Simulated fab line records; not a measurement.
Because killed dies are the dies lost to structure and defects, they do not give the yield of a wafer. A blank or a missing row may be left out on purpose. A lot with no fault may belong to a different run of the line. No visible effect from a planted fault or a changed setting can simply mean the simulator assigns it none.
Chamber matching	flow nandHarc	4 sister chambers for NHARC_P_M0_CMP_23 on cmp-02
The step polishes, t overpolish 20 s, target thk 117.54 nm. 4 wafers are shown with their chamber, then 8 later ones without.

WAFERS, EACH WITH ITS CHAMBER
wafer	chamber	motorCurrentA (A)
L080.4	2	12.2
L089.2	3	12.9
L088.5	0	12.9
L091.2	1	11.8

WAFERS MISSING THEIR CHAMBER
wafer	motorCurrentA (A)
L091.3	12.4
L091.5	12.9
L097.3	12.5
L097.4	12.1
L097.6	12.8
L097.1	11.3
L097.2	11.9
L097.5	12.1

EACH ONE'S CHAMBER
wafer	from the rows above	in truth
L091.3	can't be placed: 2 or 0 or 3 or 1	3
L091.5	can't be placed: 0 or 3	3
L097.3	can't be placed: 2 or 0 or 3 or 1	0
L097.4	can't be placed: 2 or 1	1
L097.6	can't be placed: 0 or 3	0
L097.1	can't be placed: 1 or 2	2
L097.2	can't be placed: 1 or 2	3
L097.5	can't be placed: 2 or 1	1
0 of 8 placed correctly. Unplaceable from these rows: 8, with the true chamber sitting among the candidates in 7. Placed wrongly: 0.
How it was worked out, from the rows above alone: a wafer's distance from a chamber is the root of the sum, over the readings, of the square of ((its reading less the chamber's mean) divided by the reading's scatter). The wafer belongs to the nearest chamber; if the next one is less than 2 further off, it can't be placed. Each chamber's mean is taken over the wafers shown for it. The scatter: with one shown wafer a chamber, the root of the mean of the squares of how far each hidden wafer lies from its nearest shown one.
